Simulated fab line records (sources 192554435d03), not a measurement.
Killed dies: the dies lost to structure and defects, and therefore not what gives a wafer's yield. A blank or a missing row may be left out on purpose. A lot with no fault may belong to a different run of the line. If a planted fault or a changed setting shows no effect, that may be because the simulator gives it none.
fab line records || flow n5-finfet || part 2 of 2: steps 23 to 27 of 27
record: {"lots": 5, "wafers": 15, "last-day": 19}
route steps=1938 shown BEOL_M8@1352
lots with no fault: from the same line, run without faults
start-h: hours from the record's first day to the start of the lot's first wafer shown || wait-h: how many hours have passed since the lot's step before this one || " identical to the entry in the row above || L1.1+2: several wafers, shown together as one row || - no value, or no start was given || * or withheld: withheld || < > ~ a bound
route shown NAME@n: NAME is a module with steps in the file, n the number in the route of the first one || usual: mean/standard deviation of fault-free wafers || same: alike in all rows || chamber/n: place in a boat || sites: each site's reading || _std_site: standard deviation across them || _edge_site: inner sites' mean taken away from outer sites' mean || radius-mm: how far each site lies from the wafer's centre || mask NAME#n: copy n || behind: the tool/chamber that last shaped the wafer || hold: what put the lot on hold/how long, in hours/how the hold closed || device: transistor that didn't switch, given as n, p or np || end of line: the tests these same wafers got at the end of their route || a step with no rows: only its recipe || killed: count of dies lost to structure and defects at first sort (not the wafer's yield) || map: shows each die of a wafer: x if killed, . if not, _ if none is there
set.NAME: the setting as run; set.NAME@STEP: as run at that earlier step || model.NAME: the simulator's own value behind a step, which no gauge read
lots seen at some steps along the route; tables by step, rows by wafer
services: the hour from which a tool's chamber was out of use, counted from the record's first day as start-h (under 0 if before that day), plus the number of hours and why
== steps ==
step: N5_BEOL_M8_VIA_ETCH_34
recipe: {"chemistry": "C4F6/O2", "target": "SiCOH_lowk", "target-depth-a": 1255, "mask-material": "SOC", "taper-deg": 4, "time-s": 50.5, "ion-energy-ev": 250, "pressure-mtorr": 30, "source-w": 345, "bias-w": 185, "Ar_flow_sccm": 300, "C4F6_flow_sccm": 10, "O2_flow_sccm": 10}
usual: {"drypump-motor-current-A": "5.5/0.45", "oes-product-au": "0.79/0.076", "rf-vpp-V": "666/23", "showerhead-plenum-p-Torr": "2.87/0.097", "throttle-valve-pct": "20.89/0.21"}
{"lot.wafer": "L076.3", "tool": "rie-diel-04", "chamber": 3, "start-h": 226.85, "wait-h": 0.0, "drypump-motor-current-A": 5.7, "oes-product-au": 0.70, "rf-hours-counter-h": 215, "rf-vpp-V": 665, "showerhead-plenum-p-Torr": 2.92, "throttle-valve-pct": 20.84}
{"lot.wafer": "L076.4", "tool": "rie-diel-04", "chamber": 2, "start-h": 226.85, "wait-h": 0.0, "drypump-motor-current-A": 4.7, "oes-product-au": 0.87, "rf-hours-counter-h": "-", "rf-vpp-V": 628, "showerhead-plenum-p-Torr": 2.91, "throttle-valve-pct": 21.08}
{"lot.wafer": "L076.5", "tool": "rie-diel-04", "chamber": 3, "start-h": 226.85, "wait-h": 0.0, "drypump-motor-current-A": 5.6, "oes-product-au": 0.72, "rf-hours-counter-h": "-", "rf-vpp-V": 665, "showerhead-plenum-p-Torr": 2.92, "throttle-valve-pct": 20.86}
{"lot.wafer": "L077.1", "tool": "rie-diel-01", "chamber": 1, "start-h": 230.76, "wait-h": 0.0, "drypump-motor-current-A": 5.8, "oes-product-au": 0.78, "rf-hours-counter-h": 114, "rf-vpp-V": 680, "showerhead-plenum-p-Torr": 2.77, "throttle-valve-pct": 20.81}
{"lot.wafer": "L077.2", "tool": "rie-diel-01", "chamber": 0, "start-h": 230.76, "wait-h": 0.0, "drypump-motor-current-A": 6.2, "oes-product-au": 0.75, "rf-hours-counter-h": 144, "rf-vpp-V": 627, "showerhead-plenum-p-Torr": 2.71, "throttle-valve-pct": 20.91}
{"lot.wafer": "L077.6", "tool": "rie-diel-01", "chamber": 0, "start-h": 230.76, "wait-h": 0.0, "drypump-motor-current-A": 6.2, "oes-product-au": 0.75, "rf-hours-counter-h": "-", "rf-vpp-V": 626, "showerhead-plenum-p-Torr": 2.71, "throttle-valve-pct": 20.90}
{"lot.wafer": "L080.3", "tool": "rie-diel-01", "chamber": 2, "start-h": 250.29, "wait-h": 0.0, "drypump-motor-current-A": 5.7, "oes-product-au": 0.76, "rf-hours-counter-h": 114, "rf-vpp-V": 649, "showerhead-plenum-p-Torr": 2.82, "throttle-valve-pct": 20.55}
{"lot.wafer": "L080.4", "tool": "rie-diel-01", "chamber": 0, "start-h": 250.29, "wait-h": 0.0, "drypump-motor-current-A": 6.3, "oes-product-au": 0.74, "rf-hours-counter-h": 150, "rf-vpp-V": 628, "showerhead-plenum-p-Torr": 2.71, "throttle-valve-pct": 20.93}
{"lot.wafer": "L080.5", "tool": "rie-diel-01", "chamber": 1, "start-h": 250.29, "wait-h": 0.0, "drypump-motor-current-A": 5.7, "oes-product-au": 0.77, "rf-hours-counter-h": "-", "rf-vpp-V": 680, "showerhead-plenum-p-Torr": 2.77, "throttle-valve-pct": 20.80}
{"lot.wafer": "L092.2", "tool": "rie-diel-01", "chamber": 2, "start-h": 332.49, "wait-h": 0.0, "drypump-motor-current-A": 5.6, "oes-product-au": 0.75, "rf-hours-counter-h": 142, "rf-vpp-V": 648, "showerhead-plenum-p-Torr": 2.81, "throttle-valve-pct": 20.60}
{"lot.wafer": "L092.5", "tool": "rie-diel-01", "chamber": 1, "start-h": 332.49, "wait-h": 0.0, "drypump-motor-current-A": 5.8, "oes-product-au": 0.76, "rf-hours-counter-h": "-", "rf-vpp-V": 680, "showerhead-plenum-p-Torr": 2.75, "throttle-valve-pct": 20.82}
{"lot.wafer": "L092.6", "tool": "rie-diel-01", "chamber": 0, "start-h": 332.49, "wait-h": 0.0, "drypump-motor-current-A": 6.2, "oes-product-au": 0.73, "rf-hours-counter-h": "-", "rf-vpp-V": 627, "showerhead-plenum-p-Torr": 2.70, "throttle-valve-pct": 20.97}
{"lot.wafer": "L095.1", "tool": "rie-diel-04", "chamber": 3, "start-h": 350.37, "wait-h": 0.0, "drypump-motor-current-A": 5.6, "oes-product-au": 0.95, "rf-hours-counter-h": 6, "rf-vpp-V": 664, "showerhead-plenum-p-Torr": 2.90, "throttle-valve-pct": 20.63}
{"lot.wafer": "L095.2", "tool": "rie-diel-04", "chamber": 0, "start-h": 350.37, "wait-h": 0.0, "drypump-motor-current-A": 5.6, "oes-product-au": 0.87, "rf-hours-counter-h": 53, "rf-vpp-V": 673, "showerhead-plenum-p-Torr": 2.99, "throttle-valve-pct": 20.55}
{"lot.wafer": "L095.3", "tool": "rie-diel-04", "chamber": 1, "start-h": 350.37, "wait-h": 0.0, "drypump-motor-current-A": 5.8, "oes-product-au": 0.74, "rf-hours-counter-h": 173, "rf-vpp-V": 687, "showerhead-plenum-p-Torr": 2.89, "throttle-valve-pct": 21.13}
step: N5_BEOL_M8_STRIP_76
recipe: {"chemistry": "C4F6/O2", "resist": "SiARC", "rf-frequency-hz": 6e+07}
{"lot.wafer": "L076.3+4+5", "tool": "rie-diel-04", "chamber": "3,2,3", "start-h": 226.90, "wait-h": 0.0}
{"lot.wafer": "L077.1+2+6", "tool": "rie-diel-01", "chamber": "1,0,0", "start-h": 230.80, "wait-h": 0.0}
{"lot.wafer": "L080.3+4+5", "tool": "rie-diel-01", "chamber": "2,0,1", "start-h": 250.33, "wait-h": 0.0}
{"lot.wafer": "L092.2+5+6", "tool": "rie-diel-01", "chamber": "2,1,0", "start-h": 332.54, "wait-h": 0.0}
{"lot.wafer": "L095.1+2+3", "tool": "rie-diel-04", "chamber": "3,0,1", "start-h": 350.41, "wait-h": 0.0}
step: N5_BEOL_M8_STRIP_36
recipe: {"chemistry": "N2/H2", "power-w": 450, "temp-c": 40, "pressure-mtorr": 20, "rf-frequency-hz": 6e+07, "overash-fraction": 0.3, "bias-power-w": 7, "h2-frac": 0.5, "n2-flow-sccm": 200, "h2-flow-sccm": 200}
usual: {"drypump-motor-current-A": "5.5/0.45", "oes-product-au": "0.79/0.074", "rf-vpp-V": "59.2/1.6", "showerhead-plenum-p-Torr": "2.56/0.1", "throttle-valve-pct": "23.77/0.27"}
{"lot.wafer": "L076.3", "tool": "rie-diel-04", "chamber": 3, "start-h": 226.91, "wait-h": 0.0, "drypump-motor-current-A": 5.6, "oes-product-au": 0.70, "rf-hours-counter-h": 215, "rf-vpp-V": 61.4, "showerhead-plenum-p-Torr": 2.61, "throttle-valve-pct": 23.75}
{"lot.wafer": "L076.4", "tool": "rie-diel-04", "chamber": 2, "start-h": 226.91, "wait-h": 0.0, "drypump-motor-current-A": 4.7, "oes-product-au": 0.88, "rf-hours-counter-h": "-", "rf-vpp-V": 61.2, "showerhead-plenum-p-Torr": 2.62, "throttle-valve-pct": 24.15}
{"lot.wafer": "L076.5", "tool": "rie-diel-04", "chamber": 3, "start-h": 226.91, "wait-h": 0.0, "drypump-motor-current-A": 5.7, "oes-product-au": 0.69, "rf-hours-counter-h": "-", "rf-vpp-V": 62.2, "showerhead-plenum-p-Torr": 2.61, "throttle-valve-pct": 23.75}
{"lot.wafer": "L077.1", "tool": "rie-diel-01", "chamber": 1, "start-h": 230.81, "wait-h": 0.0, "drypump-motor-current-A": 5.8, "oes-product-au": 0.78, "rf-hours-counter-h": 114, "rf-vpp-V": 57.6, "showerhead-plenum-p-Torr": 2.42, "throttle-valve-pct": 23.06}
{"lot.wafer": "L077.2", "tool": "rie-diel-01", "chamber": 0, "start-h": 230.81, "wait-h": 0.0, "drypump-motor-current-A": 6.3, "oes-product-au": 0.75, "rf-hours-counter-h": 144, "rf-vpp-V": 60.0, "showerhead-plenum-p-Torr": 2.41, "throttle-valve-pct": 23.45}
{"lot.wafer": "L077.6", "tool": "rie-diel-01", "chamber": 0, "start-h": 230.81, "wait-h": 0.0, "drypump-motor-current-A": 6.3, "oes-product-au": 0.75, "rf-hours-counter-h": "-", "rf-vpp-V": 56.2, "showerhead-plenum-p-Torr": 2.41, "throttle-valve-pct": 23.46}
{"lot.wafer": "L080.3", "tool": "rie-diel-01", "chamber": 2, "start-h": 250.34, "wait-h": 0.0, "drypump-motor-current-A": 5.6, "oes-product-au": 0.78, "rf-hours-counter-h": 114, "rf-vpp-V": 58.6, "showerhead-plenum-p-Torr": 2.56, "throttle-valve-pct": 23.43}
{"lot.wafer": "L080.4", "tool": "rie-diel-01", "chamber": 0, "start-h": 250.34, "wait-h": 0.0, "drypump-motor-current-A": 6.2, "oes-product-au": 0.75, "rf-hours-counter-h": 150, "rf-vpp-V": 57.9, "showerhead-plenum-p-Torr": 2.41, "throttle-valve-pct": 23.46}
{"lot.wafer": "L080.5", "tool": "rie-diel-01", "chamber": 1, "start-h": 250.34, "wait-h": 0.0, "drypump-motor-current-A": 5.8, "oes-product-au": 0.76, "rf-hours-counter-h": "-", "rf-vpp-V": 57.6, "showerhead-plenum-p-Torr": 2.42, "throttle-valve-pct": 23.09}
{"lot.wafer": "L092.2", "tool": "rie-diel-01", "chamber": 2, "start-h": 332.55, "wait-h": 0.0, "drypump-motor-current-A": 5.6, "oes-product-au": 0.76, "rf-hours-counter-h": 142, "rf-vpp-V": 65.0, "showerhead-plenum-p-Torr": 2.54, "throttle-valve-pct": 23.49}
{"lot.wafer": "L092.5", "tool": "rie-diel-01", "chamber": 1, "start-h": 332.55, "wait-h": 0.0, "drypump-motor-current-A": 5.8, "oes-product-au": 0.76, "rf-hours-counter-h": "-", "rf-vpp-V": 62.2, "showerhead-plenum-p-Torr": 2.41, "throttle-valve-pct": 23.10}
{"lot.wafer": "L092.6", "tool": "rie-diel-01", "chamber": 0, "start-h": 332.55, "wait-h": 0.0, "drypump-motor-current-A": 6.3, "oes-product-au": 0.72, "rf-hours-counter-h": "-", "rf-vpp-V": 60.4, "showerhead-plenum-p-Torr": 2.40, "throttle-valve-pct": 23.54}
{"lot.wafer": "L095.1", "tool": "rie-diel-04", "chamber": 3, "start-h": 350.42, "wait-h": 0.0, "drypump-motor-current-A": 5.7, "oes-product-au": 0.94, "rf-hours-counter-h": 6, "rf-vpp-V": 58.3, "showerhead-plenum-p-Torr": 2.60, "throttle-valve-pct": 23.67}
{"lot.wafer": "L095.2", "tool": "rie-diel-04", "chamber": 0, "start-h": 350.42, "wait-h": 0.0, "drypump-motor-current-A": 5.5, "oes-product-au": 0.87, "rf-hours-counter-h": 53, "rf-vpp-V": 57.3, "showerhead-plenum-p-Torr": 2.71, "throttle-valve-pct": 23.78}
{"lot.wafer": "L095.3", "tool": "rie-diel-04", "chamber": 1, "start-h": 350.42, "wait-h": 0.0, "drypump-motor-current-A": 5.8, "oes-product-au": 0.75, "rf-hours-counter-h": 173, "rf-vpp-V": 59.3, "showerhead-plenum-p-Torr": 2.53, "throttle-valve-pct": 23.63}
step: N5_BEOL_M8_TRENCH_ETCH_37
recipe: {"chemistry": "C4F6/O2", "target-depth-a": 934.78, "target": "SiCOH_lowk", "time-s": 31.2, "ion-energy-ev": 250, "pressure-mtorr": 30, "source-w": 345, "bias-w": 185, "Ar_flow_sccm": 300, "C4F6_flow_sccm": 10, "O2_flow_sccm": 10}
usual: {"drypump-motor-current-A": "5.5/0.44", "oes-product-au": "0.79/0.076", "rf-vpp-V": "666/23", "showerhead-plenum-p-Torr": "2.87/0.097", "throttle-valve-pct": "20.92/0.21"}
{"lot.wafer": "L076.3", "tool": "rie-diel-04", "chamber": 3, "start-h": "-", "wait-h": "-", "drypump-motor-current-A": 5.7, "oes-product-au": 0.71, "rf-hours-counter-h": 215, "rf-vpp-V": 665, "showerhead-plenum-p-Torr": 2.92, "throttle-valve-pct": 20.89}
{"lot.wafer": "L076.4", "tool": "rie-diel-04", "chamber": 2, "start-h": "-", "wait-h": "-", "drypump-motor-current-A": 4.7, "oes-product-au": 0.87, "rf-hours-counter-h": "-", "rf-vpp-V": 629, "showerhead-plenum-p-Torr": 2.91, "throttle-valve-pct": 21.11}
{"lot.wafer": "L076.5", "tool": "rie-diel-04", "chamber": 3, "start-h": "-", "wait-h": "-", "drypump-motor-current-A": 5.7, "oes-product-au": 0.70, "rf-hours-counter-h": "-", "rf-vpp-V": 664, "showerhead-plenum-p-Torr": 2.92, "throttle-valve-pct": 20.88}
{"lot.wafer": "L077.1", "tool": "rie-diel-01", "chamber": 1, "start-h": "-", "wait-h": "-", "drypump-motor-current-A": 5.7, "oes-product-au": 0.78, "rf-hours-counter-h": 114, "rf-vpp-V": 683, "showerhead-plenum-p-Torr": 2.77, "throttle-valve-pct": 20.79}
{"lot.wafer": "L077.2", "tool": "rie-diel-01", "chamber": 0, "start-h": "-", "wait-h": "-", "drypump-motor-current-A": 6.3, "oes-product-au": 0.75, "rf-hours-counter-h": 144, "rf-vpp-V": 626, "showerhead-plenum-p-Torr": 2.71, "throttle-valve-pct": 20.96}
{"lot.wafer": "L077.6", "tool": "rie-diel-01", "chamber": 0, "start-h": "-", "wait-h": "-", "drypump-motor-current-A": 6.2, "oes-product-au": 0.75, "rf-hours-counter-h": "-", "rf-vpp-V": 628, "showerhead-plenum-p-Torr": 2.71, "throttle-valve-pct": 20.95}
{"lot.wafer": "L080.3", "tool": "rie-diel-01", "chamber": 2, "start-h": "-", "wait-h": "-", "drypump-motor-current-A": 5.6, "oes-product-au": 0.77, "rf-hours-counter-h": 114, "rf-vpp-V": 648, "showerhead-plenum-p-Torr": 2.82, "throttle-valve-pct": 20.59}
{"lot.wafer": "L080.4", "tool": "rie-diel-01", "chamber": 0, "start-h": "-", "wait-h": "-", "drypump-motor-current-A": 6.2, "oes-product-au": 0.76, "rf-hours-counter-h": 150, "rf-vpp-V": 628, "showerhead-plenum-p-Torr": 2.71, "throttle-valve-pct": 20.95}
{"lot.wafer": "L080.5", "tool": "rie-diel-01", "chamber": 1, "start-h": "-", "wait-h": "-", "drypump-motor-current-A": 5.8, "oes-product-au": 0.78, "rf-hours-counter-h": "-", "rf-vpp-V": 682, "showerhead-plenum-p-Torr": 2.77, "throttle-valve-pct": 20.83}
{"lot.wafer": "L092.2", "tool": "rie-diel-01", "chamber": 2, "start-h": "-", "wait-h": "-", "drypump-motor-current-A": 5.6, "oes-product-au": 0.74, "rf-hours-counter-h": 142, "rf-vpp-V": 648, "showerhead-plenum-p-Torr": 2.81, "throttle-valve-pct": 20.62}
{"lot.wafer": "L092.5", "tool": "rie-diel-01", "chamber": 1, "start-h": "-", "wait-h": "-", "drypump-motor-current-A": 5.7, "oes-product-au": 0.76, "rf-hours-counter-h": "-", "rf-vpp-V": 681, "showerhead-plenum-p-Torr": 2.75, "throttle-valve-pct": 20.85}
{"lot.wafer": "L092.6", "tool": "rie-diel-01", "chamber": 0, "start-h": "-", "wait-h": "-", "drypump-motor-current-A": 6.2, "oes-product-au": 0.73, "rf-hours-counter-h": "-", "rf-vpp-V": 627, "showerhead-plenum-p-Torr": 2.70, "throttle-valve-pct": 20.99}
{"lot.wafer": "L095.1", "tool": "rie-diel-04", "chamber": 3, "start-h": "-", "wait-h": "-", "drypump-motor-current-A": 5.6, "oes-product-au": 0.97, "rf-hours-counter-h": 6, "rf-vpp-V": 665, "showerhead-plenum-p-Torr": 2.90, "throttle-valve-pct": 20.64}
{"lot.wafer": "L095.2", "tool": "rie-diel-04", "chamber": 0, "start-h": "-", "wait-h": "-", "drypump-motor-current-A": 5.5, "oes-product-au": 0.88, "rf-hours-counter-h": 53, "rf-vpp-V": 673, "showerhead-plenum-p-Torr": 2.99, "throttle-valve-pct": 20.61}
{"lot.wafer": "L095.3", "tool": "rie-diel-04", "chamber": 1, "start-h": "-", "wait-h": "-", "drypump-motor-current-A": 5.8, "oes-product-au": 0.75, "rf-hours-counter-h": 173, "rf-vpp-V": 687, "showerhead-plenum-p-Torr": 2.89, "throttle-valve-pct": 21.17}
step: N5_BEOL_M8_ETCH_41
recipe: {"chemistry": "CH3F/O2", "target": "SiCN", "target-depth-a": 319, "taper-deg": 2, "time-s": 57.8, "ion-energy-ev": 120, "mask-material": "TiN", "pressure-mtorr": 30, "source-w": 395, "bias-w": 75, "Ar_flow_sccm": 150, "CH3F_flow_sccm": 30, "O2_flow_sccm": 20}
usual: {"drypump-motor-current-A": "5.5/0.44", "oes-product-au": "0.79/0.075", "rf-vpp-V": "297.6/1.6", "showerhead-plenum-p-Torr": "2.02/0.071", "throttle-valve-pct": "16.31/0.18"}
{"lot.wafer": "L076.3", "tool": "rie-diel-04", "chamber": 3, "start-h": "-", "wait-h": "-", "drypump-motor-current-A": 5.7, "oes-product-au": 0.71, "rf-hours-counter-h": 215, "rf-vpp-V": 299.0, "showerhead-plenum-p-Torr": 2.06, "throttle-valve-pct": 16.37}
{"lot.wafer": "L076.4", "tool": "rie-diel-04", "chamber": 2, "start-h": "-", "wait-h": "-", "drypump-motor-current-A": 4.7, "oes-product-au": 0.87, "rf-hours-counter-h": "-", "rf-vpp-V": 298.2, "showerhead-plenum-p-Torr": 2.05, "throttle-valve-pct": 16.40}
{"lot.wafer": "L076.5", "tool": "rie-diel-04", "chamber": 3, "start-h": "-", "wait-h": "-", "drypump-motor-current-A": 5.6, "oes-product-au": 0.71, "rf-hours-counter-h": "-", "rf-vpp-V": 299.9, "showerhead-plenum-p-Torr": 2.06, "throttle-valve-pct": 16.35}
{"lot.wafer": "L077.1", "tool": "rie-diel-01", "chamber": 1, "start-h": "-", "wait-h": "-", "drypump-motor-current-A": 5.7, "oes-product-au": 0.78, "rf-hours-counter-h": 114, "rf-vpp-V": 296.3, "showerhead-plenum-p-Torr": 1.94, "throttle-valve-pct": 16.20}
{"lot.wafer": "L077.2", "tool": "rie-diel-01", "chamber": 0, "start-h": "-", "wait-h": "-", "drypump-motor-current-A": 6.2, "oes-product-au": 0.75, "rf-hours-counter-h": 144, "rf-vpp-V": 296.1, "showerhead-plenum-p-Torr": 1.90, "throttle-valve-pct": 16.36}
{"lot.wafer": "L077.6", "tool": "rie-diel-01", "chamber": 0, "start-h": "-", "wait-h": "-", "drypump-motor-current-A": 6.2, "oes-product-au": 0.76, "rf-hours-counter-h": "-", "rf-vpp-V": 295.5, "showerhead-plenum-p-Torr": 1.90, "throttle-valve-pct": 16.36}
{"lot.wafer": "L080.3", "tool": "rie-diel-01", "chamber": 2, "start-h": "-", "wait-h": "-", "drypump-motor-current-A": 5.6, "oes-product-au": 0.77, "rf-hours-counter-h": 114, "rf-vpp-V": 297.6, "showerhead-plenum-p-Torr": 1.99, "throttle-valve-pct": 16.08}
{"lot.wafer": "L080.4", "tool": "rie-diel-01", "chamber": 0, "start-h": "-", "wait-h": "-", "drypump-motor-current-A": 6.2, "oes-product-au": 0.75, "rf-hours-counter-h": 150, "rf-vpp-V": 295.9, "showerhead-plenum-p-Torr": 1.90, "throttle-valve-pct": 16.40}
{"lot.wafer": "L080.5", "tool": "rie-diel-01", "chamber": 1, "start-h": "-", "wait-h": "-", "drypump-motor-current-A": 5.8, "oes-product-au": 0.78, "rf-hours-counter-h": "-", "rf-vpp-V": 296.1, "showerhead-plenum-p-Torr": 1.94, "throttle-valve-pct": 16.21}
{"lot.wafer": "L092.2", "tool": "rie-diel-01", "chamber": 2, "start-h": "-", "wait-h": "-", "drypump-motor-current-A": 5.6, "oes-product-au": 0.74, "rf-hours-counter-h": 142, "rf-vpp-V": 298.1, "showerhead-plenum-p-Torr": 1.98, "throttle-valve-pct": 16.15}
{"lot.wafer": "L092.5", "tool": "rie-diel-01", "chamber": 1, "start-h": "-", "wait-h": "-", "drypump-motor-current-A": 5.7, "oes-product-au": 0.75, "rf-hours-counter-h": "-", "rf-vpp-V": 296.3, "showerhead-plenum-p-Torr": 1.93, "throttle-valve-pct": 16.25}
{"lot.wafer": "L092.6", "tool": "rie-diel-01", "chamber": 0, "start-h": "-", "wait-h": "-", "drypump-motor-current-A": 6.3, "oes-product-au": 0.72, "rf-hours-counter-h": "-", "rf-vpp-V": 295.4, "showerhead-plenum-p-Torr": 1.89, "throttle-valve-pct": 16.45}
{"lot.wafer": "L095.1", "tool": "rie-diel-04", "chamber": 3, "start-h": "-", "wait-h": "-", "drypump-motor-current-A": 5.6, "oes-product-au": 0.95, "rf-hours-counter-h": 6, "rf-vpp-V": 298.0, "showerhead-plenum-p-Torr": 2.04, "throttle-valve-pct": 16.02}
{"lot.wafer": "L095.2", "tool": "rie-diel-04", "chamber": 0, "start-h": "-", "wait-h": "-", "drypump-motor-current-A": 5.5, "oes-product-au": 0.87, "rf-hours-counter-h": 53, "rf-vpp-V": 300.7, "showerhead-plenum-p-Torr": 2.11, "throttle-valve-pct": 16.01}
{"lot.wafer": "L095.3", "tool": "rie-diel-04", "chamber": 1, "start-h": "-", "wait-h": "-", "drypump-motor-current-A": 5.8, "oes-product-au": 0.74, "rf-hours-counter-h": 173, "rf-vpp-V": 296.9, "showerhead-plenum-p-Torr": 2.03, "throttle-valve-pct": 16.49}
== services ==
{"tool": "rie-diel-04", "chamber": 0, "start-h": 204.10, "hours": "-", "kind": "clean"}
{"tool": "rie-diel-04", "chamber": 0, "start-h": 204.10, "hours": "-", "kind": "consumable-replace:focus-ring"}
{"tool": "rie-diel-01", "chamber": "-", "start-h": 205.96, "hours": 2.7, "kind": "repair"}
{"tool": "rie-diel-04", "chamber": 1, "start-h": 218.53, "hours": 47.5, "kind": "repair"}
{"tool": "euv-scanner-01", "chamber": "-", "start-h": 220.58, "hours": 0.3, "kind": "repair"}
{"tool": "euv-scanner-02", "chamber": "-", "start-h": 226.93, "hours": 1.0, "kind": "pm"}
{"tool": "euv-scanner-01", "chamber": "-", "start-h": 227.94, "hours": 1.0, "kind": "pm"}
{"tool": "euv-scanner-02", "chamber": "-", "start-h": 237.99, "hours": 4.6, "kind": "pm"}
{"tool": "rie-metal-01", "chamber": 1, "start-h": 240.63, "hours": 35.6, "kind": "repair"}
{"tool": "rie-metal-03", "chamber": "-", "start-h": 246.78, "hours": 0.1, "kind": "repair"}
{"tool": "euv-scanner-02", "chamber": "-", "start-h": 248.70, "hours": 5.8, "kind": "pm"}
{"tool": "rie-diel-02", "chamber": 2, "start-h": 251.79, "hours": 2.0, "kind": "repair"}
{"tool": "rie-diel-02", "chamber": 0, "start-h": 254.07, "hours": 3.1, "kind": "repair"}
{"tool": "euv-scanner-01", "chamber": "-", "start-h": 254.48, "hours": 12.0, "kind": "pm"}
{"tool": "rie-metal-01", "chamber": 0, "start-h": 262.04, "hours": 7.6, "kind": "repair"}
{"tool": "euv-scanner-02", "chamber": "-", "start-h": 283.08, "hours": 1.0, "kind": "pm"}
{"tool": "euv-scanner-01", "chamber": "-", "start-h": 284.09, "hours": 1.0, "kind": "pm"}
{"tool": "rie-diel-04", "chamber": 1, "start-h": 304.65, "hours": 10.7, "kind": "repair"}
{"tool": "euv-scanner-01", "chamber": "-", "start-h": 318.04, "hours": 0.6, "kind": "repair"}
{"tool": "rie-diel-02", "chamber": "-", "start-h": 322.87, "hours": 0.1, "kind": "repair"}
{"tool": "euv-scanner-02", "chamber": "-", "start-h": 339.23, "hours": 1.0, "kind": "pm"}
{"tool": "euv-scanner-01", "chamber": "-", "start-h": 340.24, "hours": 1.0, "kind": "pm"}
{"tool": "rie-metal-03", "chamber": "-", "start-h": 343.60, "hours": 1.9, "kind": "repair"}
{"tool": "rie-diel-04", "chamber": "-", "start-h": 344.56, "hours": 3.4, "kind": "repair"}
